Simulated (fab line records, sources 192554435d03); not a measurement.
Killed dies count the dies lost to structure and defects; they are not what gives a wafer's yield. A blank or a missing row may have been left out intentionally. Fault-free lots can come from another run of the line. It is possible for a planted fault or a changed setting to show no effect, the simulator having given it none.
fab line records | flow n5_finfet
record lots=6 | wafers=16 | last_day=17
route steps=1938 shown BEOL_M15@1807
lots untouched by any fault: they come from a run of this same line in which no faults occurred
start_h: hours from the record's opening day to when the first of the lot's shown wafers began | wait_h: hours elapsed since this lot's preceding step | " repeats the value in the row above | L1.1+2: a row that stands for several wafers | - no value, or no start given | * or withheld: withheld | < > ~ a bound
route shown NAME@n: NAME is a module with steps in the file, n the number in the route of the first one | usual: mean/standard deviation taken from wafers without a fault | same: alike in all rows | chamber/n: place in a boat | sites: each site's reading | _std_site: standard deviation across them | _edge_site: outer sites' mean less inner sites' | radius_mm: for every site, how far away it sits from the centre of the wafer | mask NAME#n: copy n | behind: the most recent tool/chamber to have shaped the wafer | hold: cause of the lot's hold/its duration in hours/its outcome | device: transistor that didn't switch, given as n, p or np | end of line: tests run on the same wafers once the route is complete | for a step that has no rows: nothing shown but its recipe | killed: count of dies lost to structure and defects at first sort (not the wafer's yield) | map: shows each die of a wafer: x if killed, . if not, _ if none is there
set.NAME: the setting as run; set.NAME@STEP: as run at that earlier step | model.NAME: the simulator's own value behind a step, which no gauge read
lots at some steps of the route; a table a step, a row a wafer
services: a tool's chamber out of use, with start hour (start_h, from the record's first day; less than 0 if before it), hours out, and reason
## steps
# step N5_BEOL_M15_DESCUM_33
# recipe chemistry=O2 | time_s=7.9 | source_power_w=50 | bias_power_w=20 | pressure_mtorr=20 | rf_frequency_hz=2.712e+07 | temp_c=40 | o2_flow_sccm=225
# usual drypump_motor_current_A=5.7/0.39 | oes_product_au=0.80/0.088 | rf_fwd_power_W=49.36/0.26 | rf_vpp_V=243.3/1.4 | showerhead_plenum_p_Torr=2.10/0.072 | throttle_valve_pct=20.43/0.24
lot.wafer | tool        | chamber | start_h | wait_h | drypump_motor_current_A | oes_product_au | rf_fwd_power_W | rf_hours_counter_h | rf_vpp_V | showerhead_plenum_p_Torr | throttle_valve_pct
L787.1    | rie_diel-06 | 3       | 270.06  | 0.0    | 5.5                     | 0.85           | 49.10          | 67                 | 243.6    | 2.12                     | 20.21
L787.2    | "           | 1       | "       | "      | 5.5                     | 0.95           | 49.39          | 8                  | 243.4    | 2.07                     | 20.09
L787.6    | "           | 0       | "       | "      | 5.8                     | 0.90           | 49.08          | -                  | 243.6    | 2.06                     | 20.40
L789.2    | rie_diel-01 | 2       | 281.95  | 0.3    | 5.6                     | 0.70           | 49.57          | 212                | 243.6    | 2.05                     | 20.08
L789.4    | "           | 3       | "       | "      | 5.9                     | 0.78           | 49.50          | 132                | 243.5    | 2.20                     | 20.51
L789.5    | "           | 0       | "       | "      | 5.4                     | 0.77           | 49.88          | -                  | 244.2    | 2.12                     | 20.84
L794.4    | rie_diel-01 | 2       | 300.49  | 0.2    | 5.6                     | 0.70           | 49.58          | 218                | 244.1    | 2.05                     | 20.08
L794.6    | "           | 3       | "       | "      | 5.9                     | 0.78           | 49.51          | -                  | 244.5    | 2.20                     | 20.51
L793.5    | rie_diel-02 | 3       | 305.82  | 0.0    | 6.4                     | 0.95           | 48.86          | -                  | 242.4    | 2.06                     | 20.25
L793.6    | "           | 2       | "       | "      | 5.8                     | 0.69           | 49.45          | -                  | 242.7    | 2.15                     | 20.63
L804.3    | rie_diel-06 | 1       | 366.48  | 0.0    | 5.5                     | 0.88           | 49.13          | 36                 | 243.1    | 2.06                     | 20.12
L804.4    | "           | 0       | "       | "      | 5.9                     | 0.85           | 49.15          | -                  | 242.1    | 2.05                     | 20.46
L804.6    | "           | 1       | "       | "      | 5.5                     | 0.89           | 49.29          | -                  | 243.8    | 2.06                     | 20.14
L807.4    | rie_diel-02 | 3       | 389.97  | 0.0    | 6.4                     | 0.93           | 49.40          | -                  | 243.5    | 2.06                     | 20.24
L807.5    | "           | 0       | "       | "      | 5.9                     | 0.85           | 49.68          | -                  | 245.1    | 2.20                     | 20.66
L807.6    | "           | 1       | "       | "      | 5.2                     | 0.71           | 49.60          | -                  | 240.9    | 1.98                     | 20.27
# step N5_BEOL_M15_ETCH_61
# recipe chemistry=N2/H2 | target=BARC | target_depth_a=890 | overetch_a=267 | time_s=67.9 | ion_energy_ev=200 | pressure_mtorr=30 | source_w=840 | bias_w=150 | n2_flow_sccm=200 | h2_flow_sccm=200
# step N5_BEOL_M15_TRENCH_ETCH_34
# recipe chemistry=C4F8/O2/Ar | target=SiO2 | target_depth_a=8729.3 | he_inner_torr=15 | he_outer_torr=30 | time_s=199 | ion_energy_ev=800 | pressure_mtorr=20 | source_w=1905 | bias_w=2040 | Ar_flow_sccm=400 | C4F8_flow_sccm=16 | O2_flow_sccm=12
# step N5_BEOL_M15_STRIP_36
# recipe chemistry=O2 | power_w=600 | temp_c=60 | pressure_mtorr=30 | rf_frequency_hz=6e+07 | bias_power_w=0 | overash_fraction=0.3 | o2_flow_sccm=225
# usual drypump_motor_current_A=5.7/0.37 | oes_product_au=0.80/0.082 | rf_vpp_V=3.7/0.93 | showerhead_plenum_p_Torr=2.10/0.064 | throttle_valve_pct=16.64/0.23
lot.wafer | tool        | chamber | start_h | wait_h | drypump_motor_current_A | oes_product_au | rf_hours_counter_h | rf_vpp_V | showerhead_plenum_p_Torr | throttle_valve_pct
L787.1    | rie_diel-02 | 2       | 270.43  | 0.1    | 5.8                     | 0.70           | 222                | 3.7      | 2.16                     | 16.89
L787.2    | "           | 1       | "       | "      | 5.2                     | 0.73           | 192                | 3.2      | 2.00                     | 16.49
L787.6    | "           | 0       | "       | "      | 5.9                     | 0.95           | -                  | 2.7      | 2.22                     | 16.77
L789.2    | rie_diel-02 | 0       | 284.19  | 2.0    | 5.9                     | 0.90           | 13                 | 3.2      | 2.22                     | 16.79
L789.4    | "           | 1       | "       | "      | 5.2                     | 0.73           | -                  | 3.9      | 2.00                     | 16.50
L789.5    | "           | 0       | "       | "      | 5.9                     | 0.92           | -                  | 4.9      | 2.22                     | 16.78
L794.4    | rie_diel-01 | 0       | 302.32  | 1.6    | 5.4                     | 0.75           | 119                | 4.0      | 2.12                     | 17.10
L794.6    | "           | 1       | "       | "      | 6.4                     | 0.82           | -                  | 5.9      | 2.04                     | 16.52
L793.5    | rie_diel-06 | 0       | 308.45  | 2.4    | 5.8                     | 0.88           | -                  | 4.5      | 2.07                     | 16.57
L793.6    | "           | 1       | "       | "      | 5.4                     | 0.92           | -                  | 4.1      | 2.07                     | 16.38
L804.3    | rie_diel-01 | 3       | 367.50  | 0.7    | 5.9                     | 0.77           | 150                | 1.8      | 2.20                     | 16.72
L804.4    | "           | 2       | "       | "      | 5.6                     | 0.68           | -                  | 5.0      | 2.05                     | 16.46
L804.6    | "           | 3       | "       | "      | 5.9                     | 0.78           | -                  | 5.0      | 2.20                     | 16.75
L807.4    | rie_diel-02 | 3       | 390.29  | 0.1    | 6.4                     | 0.91           | -                  | 2.2      | 2.06                     | 16.49
L807.5    | "           | 0       | "       | "      | 5.9                     | 0.86           | -                  | 3.7      | 2.21                     | 16.89
L807.6    | "           | 1       | "       | "      | 5.2                     | 0.70           | -                  | 3.9      | 1.99                     | 16.56
# step N5_BEOL_M15_STRIP_62
# recipe chemistry=O2 | power_w=600 | temp_c=60 | pressure_mtorr=30 | rf_frequency_hz=6e+07 | bias_power_w=0 | overash_fraction=0.3 | o2_flow_sccm=225
# usual drypump_motor_current_A=5.7/0.37 | oes_product_au=0.80/0.081 | rf_vpp_V=3.6/0.48 | showerhead_plenum_p_Torr=2.10/0.064 | throttle_valve_pct=16.63/0.23
lot.wafer | tool        | chamber | start_h | wait_h | drypump_motor_current_A | oes_product_au | rf_hours_counter_h | rf_vpp_V | showerhead_plenum_p_Torr | throttle_valve_pct
L787.1    | rie_diel-02 | 2       | -       | -      | 5.8                     | 0.69           | 222                | 4.2      | 2.16                     | 16.88
L787.2    | "           | 1       | "       | "      | 5.2                     | 0.73           | 192                | 2.4      | 2.00                     | 16.47
L787.6    | "           | 0       | "       | "      | 5.9                     | 0.95           | -                  | 3.6      | 2.22                     | 16.78
L789.2    | rie_diel-02 | 0       | -       | -      | 5.9                     | 0.92           | 13                 | 3.6      | 2.22                     | 16.79
L789.4    | "           | 1       | "       | "      | 5.2                     | 0.73           | -                  | 3.0      | 2.00                     | 16.50
L789.5    | "           | 0       | "       | "      | 5.9                     | 0.92           | -                  | 4.4      | 2.22                     | 16.78
L794.4    | rie_diel-01 | 0       | -       | -      | 5.4                     | 0.75           | 119                | 3.4      | 2.12                     | 17.05
L794.6    | "           | 1       | "       | "      | 6.4                     | 0.83           | -                  | 3.8      | 2.04                     | 16.51
L793.5    | rie_diel-06 | 0       | -       | -      | 5.9                     | 0.89           | -                  | 4.5      | 2.07                     | 16.55
L793.6    | "           | 1       | "       | "      | 5.5                     | 0.91           | -                  | 3.8      | 2.07                     | 16.34
L804.3    | rie_diel-01 | 3       | -       | -      | 5.9                     | 0.78           | 150                | 3.4      | 2.20                     | 16.73
L804.4    | "           | 2       | "       | "      | 5.6                     | 0.69           | -                  | 3.9      | 2.05                     | 16.43
L804.6    | "           | 3       | "       | "      | 5.9                     | 0.78           | -                  | 3.6      | 2.20                     | 16.73
L807.4    | rie_diel-02 | 3       | -       | -      | 6.4                     | 0.91           | -                  | 3.5      | 2.06                     | 16.46
L807.5    | "           | 0       | "       | "      | 5.9                     | 0.84           | -                  | 4.1      | 2.21                     | 16.85
L807.6    | "           | 1       | "       | "      | 5.2                     | 0.70           | -                  | 3.0      | 1.99                     | 16.55
# step N5_BEOL_M15_STRIP_37
# recipe chemistry=O2 | power_w=600 | temp_c=60 | pressure_mtorr=30 | rf_frequency_hz=6e+07 | bias_power_w=0 | overash_fraction=0.3 | o2_flow_sccm=225
# usual drypump_motor_current_A=5.7/0.37 | oes_product_au=0.80/0.082 | rf_vpp_V=3.6/0.64 | showerhead_plenum_p_Torr=2.10/0.064 | throttle_valve_pct=16.64/0.23
lot.wafer | tool        | chamber | start_h | wait_h | drypump_motor_current_A | oes_product_au | rf_hours_counter_h | rf_vpp_V | showerhead_plenum_p_Torr | throttle_valve_pct
L787.1    | rie_diel-02 | 2       | -       | -      | 5.8                     | 0.69           | 222                | 3.9      | 2.16                     | 16.89
L787.2    | "           | 1       | "       | "      | 5.2                     | 0.74           | 192                | 3.2      | 2.00                     | 16.48
L787.6    | "           | 0       | "       | "      | 5.9                     | 0.94           | -                  | 4.3      | 2.22                     | 16.78
L789.2    | rie_diel-02 | 0       | -       | -      | 5.9                     | 0.93           | 13                 | 4.0      | 2.22                     | 16.78
L789.4    | "           | 1       | "       | "      | 5.2                     | 0.72           | -                  | 4.6      | 2.00                     | 16.46
L789.5    | "           | 0       | "       | "      | 5.9                     | 0.93           | -                  | 4.4      | 2.22                     | 16.80
L794.4    | rie_diel-01 | 0       | -       | -      | 5.4                     | 0.76           | 119                | 5.0      | 2.12                     | 17.06
L794.6    | "           | 1       | "       | "      | 6.4                     | 0.83           | -                  | 2.7      | 2.04                     | 16.53
L793.5    | rie_diel-06 | 0       | -       | -      | 5.9                     | 0.88           | -                  | 2.5      | 2.07                     | 16.56
L793.6    | "           | 1       | "       | "      | 5.5                     | 0.90           | -                  | 3.1      | 2.07                     | 16.34
L804.3    | rie_diel-01 | 3       | -       | -      | 5.9                     | 0.78           | 150                | 3.7      | 2.20                     | 16.75
L804.4    | "           | 2       | "       | "      | 5.6                     | 0.68           | -                  | 4.0      | 2.05                     | 16.45
L804.6    | "           | 3       | "       | "      | 5.9                     | 0.78           | -                  | 3.7      | 2.20                     | 16.75
L807.4    | rie_diel-02 | 3       | -       | -      | 6.4                     | 0.92           | -                  | 3.2      | 2.06                     | 16.44
L807.5    | "           | 0       | "       | "      | 5.9                     | 0.85           | -                  | 4.4      | 2.21                     | 16.88
L807.6    | "           | 1       | "       | "      | 5.2                     | 0.71           | -                  | 3.3      | 1.99                     | 16.57
# step N5_BEOL_M15_ETCH_38
# recipe chemistry=CF4/N2 | target=SiCN | target_depth_a=1064 | taper_deg=2 | time_s=120.5 | ion_energy_ev=150 | mask_material=SiO2 | pressure_mtorr=40 | source_w=430 | bias_w=70 | Ar_flow_sccm=100 | cf4_flow_sccm=60 | n2_flow_sccm=60
# step N5_BEOL_M15_PRECLEAN_39
# recipe chemistry=residue_remover | time_s=60 | temp_c=40
# step N5_BEOL_M15_SRD_40
# recipe time_s=30 | temp_c=23 | rinse_liquid=diw | dry=n2_spin | spin_rpm=1500 | dry_time_s=30
# step N5_BEOL_M15_DEGAS_41
# recipe ambient=vacuum | temp_c=300 | time_s=60
# step N5_BEOL_M15_PRE_CLEAN_42
# recipe gas=H2/He | time_s=30 | temp_c=300
# step N5_BEOL_M15_SPUTTER_43
# recipe material=TaN | target_thk_a=150 | temp_c=50 | bias_v=168.6 | power_w=15000 | chamber_pressure_pa=0.12 | time_s=24.19
# usual cathode_dc_power_W=15000/3 | throttle_valve_pct=29.9/1
lot.wafer | tool           | chamber | start_h | wait_h | cathode_dc_power_W | throttle_valve_pct | model.TaN_of_BEOL_M15_SPUTTER_43.thk_nm
L787.1    | pvd_sputter-03 | -       | 271.04  | 0.0    | 15002              | 32.4               | 15
L787.2    | "              | -       | "       | "      | 15003              | 30.5               | 14.8
L787.6    | "              | -       | "       | "      | 14998              | 30.4               | 15
L789.2    | pvd_sputter-02 | -       | 284.94  | 0.0    | 15001              | 30.7               | 15
L789.4    | "              | -       | "       | "      | 14999              | 31.1               | 15.2
L789.5    | "              | -       | "       | "      | 14999              | 30.1               | 14.8
L794.4    | pvd_sputter-02 | -       | 302.74  | 0.0    | 14998              | 31.5               | 19.8
L794.6    | "              | -       | "       | "      | 15000              | 30.6               | 19.6
L793.5    | pvd_sputter-02 | -       | 309.28  | 0.0    | 15001              | 30.1               | 14.8
L793.6    | "              | -       | "       | "      | 14998              | 30.7               | 19.8
L804.3    | pvd_sputter-01 | -       | 368.17  | 0.0    | 15002              | 28.5               | 14.8
L804.4    | "              | -       | "       | "      | 15002              | 30.2               | 14.6
L804.6    | "              | -       | "       | "      | 14998              | 29.5               | 14.6
L807.4    | pvd_sputter-02 | -       | 391.86  | 0.0    | 15004              | 30.1               | 14.8
L807.5    | "              | -       | "       | "      | 15006              | 29.9               | 14.6
L807.6    | "              | -       | "       | "      | 15003              | 31.1               | 15
# step N5_BEOL_M15_SPUTTER_44
# recipe material=Ta | target_thk_a=150 | temp_c=50 | bias_v=80 | power_w=15000 | chamber_pressure_pa=0.07 | time_s=24.19
# usual cathode_dc_power_W=15000/2.6 | throttle_valve_pct=29.9/1
lot.wafer | tool           | chamber | start_h | wait_h | cathode_dc_power_W | throttle_valve_pct
L787.1    | pvd_sputter-03 | -       | 271.12  | 0.0    | 15003              | 32.2
L787.2    | "              | -       | "       | "      | 14999              | 30.3
L787.6    | "              | -       | "       | "      | 14999              | 30.6
L789.2    | pvd_sputter-02 | -       | 285.02  | 0.0    | 15004              | 30.8
L789.4    | "              | -       | "       | "      | 15001              | 31.5
L789.5    | "              | -       | "       | "      | 14999              | 30.4
L794.4    | pvd_sputter-02 | -       | 302.82  | 0.0    | 14998              | 31.3
L794.6    | "              | -       | "       | "      | 14998              | 30.7
L793.5    | pvd_sputter-02 | -       | 309.36  | 0.0    | 15001              | 30.1
L793.6    | "              | -       | "       | "      | 15001              | 30.9
L804.3    | pvd_sputter-01 | -       | 368.25  | 0.0    | 15000              | 28.9
L804.4    | "              | -       | "       | "      | 15004              | 30.3
L804.6    | "              | -       | "       | "      | 15001              | 29.4
L807.4    | pvd_sputter-02 | -       | 391.94  | 0.0    | 15001              | 30.2
L807.5    | "              | -       | "       | "      | 14997              | 30.3
L807.6    | "              | -       | "       | "      | 14998              | 31.2
# step N5_BEOL_M15_SPUTTER_45
# recipe material=Cu | target_thk_a=1000 | temp_c=-20 | bias_v=60 | power_w=26000 | chamber_pressure_pa=0.13 | time_s=16.67
# step N5_BEOL_M15_ECD_47
# recipe material=Cu | target_thk_a=18600
# step N5_BEOL_M15_ANNEAL_48
# recipe temp_c=225 | time_s=90 | ambient=N2
# step N5_BEOL_M15_CMP_49
# recipe stop_on=SiO2 | t_overpolish_s=4.9 | down_force_psi=2 | platen_rpm=80 | clearing_platen_down_force_psi=2 | clearing_platen_rpm=80 | post_cmp_clean=cu_alkaline | target_thk_nm=850 | clearing_platen_pad_velocity_m_s=1.5917 | pad_velocity_m_s=1.5917
# usual barrier_field_endpoint_s=11.35/0.28 | motor_current_A=7.7/0.68 | slurry_filter_dp_kPa=13.51/0.15
lot.wafer | tool   | chamber | start_h | wait_h | barrier_field_endpoint_s | motor_current_A | slurry_filter_dp_kPa
L787.1    | cmp-03 | 3       | 273.01  | 0.3    | 11.49                    | 8.3             | 13.55
L787.2    | "      | 0       | "       | "      | 11.46                    | 7.6             | 13.79
L787.6    | "      | 1       | "       | "      | 11.57                    | 8.0             | 13.89
L789.4    | cmp-04 | 1       | 285.75  | 0.1    | 10.92                    | 7.0             | 13.47
L789.2    | "      | 0       | "       | "      | 11.17                    | 6.6             | 13.59
L789.5    | "      | 2       | "       | "      | 11.20                    | 6.3             | 13.51
L794.4    | cmp-03 | 2       | 304.57  | 0.3    | 12.98                    | 7.9             | 13.29
L794.6    | "      | 1       | "       | "      | 13.50                    | 8.4             | 13.45
L793.5    | cmp-02 | 3       | 310.21  | 0.2    | 11.39                    | 7.6             | 13.62
L793.6    | "      | 0       | "       | "      | 13.35                    | 7.1             | 13.54
L804.4    | cmp-02 | 3       | 369.06  | 0.2    | 10.92                    | 7.4             | 13.46
L804.3    | "      | 0       | "       | "      | 11.04                    | 6.9             | 13.69
L804.6    | "      | 2       | "       | "      | 11.39                    | 8.2             | 13.62
L807.4    | cmp-03 | 0       | 392.91  | 0.3    | 11.52                    | 7.6             | 13.39
L807.6    | "      | 1       | "       | "      | 11.08                    | 8.1             | 13.56
L807.5    | "      | 2       | "       | "      | 10.92                    | 7.8             | 13.25
# step N5_BEOL_M15_THK_MEAS_50
# recipe thk_meas_gauge=xrf | reads=Cu_of_BEOL_M15_ECD_47
# usual M15_THK=860/16
lot.wafer | tool          | chamber | start_h | wait_h | M15_THK[nm]
L787.1    | film_metro-01 | -       | 273.23  | -      | 903
L787.2    | "             | -       | "       | "      | 881
L787.6    | "             | -       | "       | "      | 881
L789.2    | film_metro-01 | -       | 286.05  | -      | 851
L789.4    | "             | -       | "       | "      | 837
L789.5    | "             | -       | "       | "      | 867
L794.4    | film_metro-01 | -       | 304.79  | -      | 846
L794.6    | "             | -       | "       | "      | 844
L793.5    | film_metro-01 | -       | 310.36  | -      | 831
L793.6    | "             | -       | "       | "      | 846
L804.3    | film_metro-01 | -       | 369.28  | -      | 857
L804.4    | "             | -       | "       | "      | 868
L804.6    | "             | -       | "       | "      | 870
L807.4    | film_metro-01 | -       | 393.10  | -      | 847
L807.5    | "             | -       | "       | "      | 885
L807.6    | "             | -       | "       | "      | 859
## services
tool           | chamber | start_h | hours | kind
rie_diel-06    | 1       | 250.77  | 15.2  | repair
cmp-02         | -       | 263.74  | 0.5   | repair
cmp-02         | -       | 281.88  | 4.0   | pm
cmp-03         | -       | 297.55  | 4.0   | pm
rie_diel-01    | 1       | 306.06  | 3.2   | repair
pvd_sputter-03 | -       | 313.96  | 11.4  | repair
cmp-03         | -       | 316.37  | 1.2   | repair
rie_diel-01    | 2       | 317.52  | 13.2  | repair
rie_diel-06    | 1       | 324.83  | 6.5   | repair
rie_diel-06    | 0       | 329.54  | 6.8   | repair
rie_diel-01    | -       | 331.02  | 28.1  | pm
pvd_sputter-01 | -       | 331.34  | 3.0   | repair
cmp-03         | -       | 333.87  | 1.7   | repair
pvd_sputter-01 | -       | 337.39  | 1.7   | repair
rie_diel-02    | 3       | 337.71  | 39.6  | repair
cmp-03         | -       | 346.48  | 0.3   | repair
rie_diel-06    | 1       | 347.24  | 8.0   | repair
rie_diel-01    | 1       | 364.05  | 3.9   | repair
cmp-03         | -       | 364.83  | 0.5   | repair
rie_diel-02    | 2       | 370.56  | 11.4  | repair
rie_diel-02    | 0       | 374.23  | 10.2  | repair
rie_diel-01    | 3       | 376.43  | 7.4   | repair
cmp-03         | -       | 389.59  | 3.2   | repair
rie_diel-06    | 2       | 390.90  | 3.9   | repair
## key
first_sign step=N5_BEOL_M15_CMP_49 | reading=barrier_field_endpoint_s | direction=up | sigmas=6.8 | usual=11.35 | struck=13.28
effect none on later readings
model_effect step=N5_BEOL_M15_SPUTTER_43 | value=TaN_of_BEOL_M15_SPUTTER_43.thk_nm | without=14.67 | struck=19.73
met_at N5_BEOL_M15_SPUTTER_43
struck_wafers L793.6,L794.4,L794.6
onset_between 284.94 302.74
fault kind=process_parameter_drift | tool=pvd_sputter-02 | chamber=- | onset_h=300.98 | steps=N5_BEOL_M15_SPUTTER_43 | channel=time_s | offset=* | shape=step | end_h=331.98 | scope=struck_wafers_only | acts_in=* | stated=*
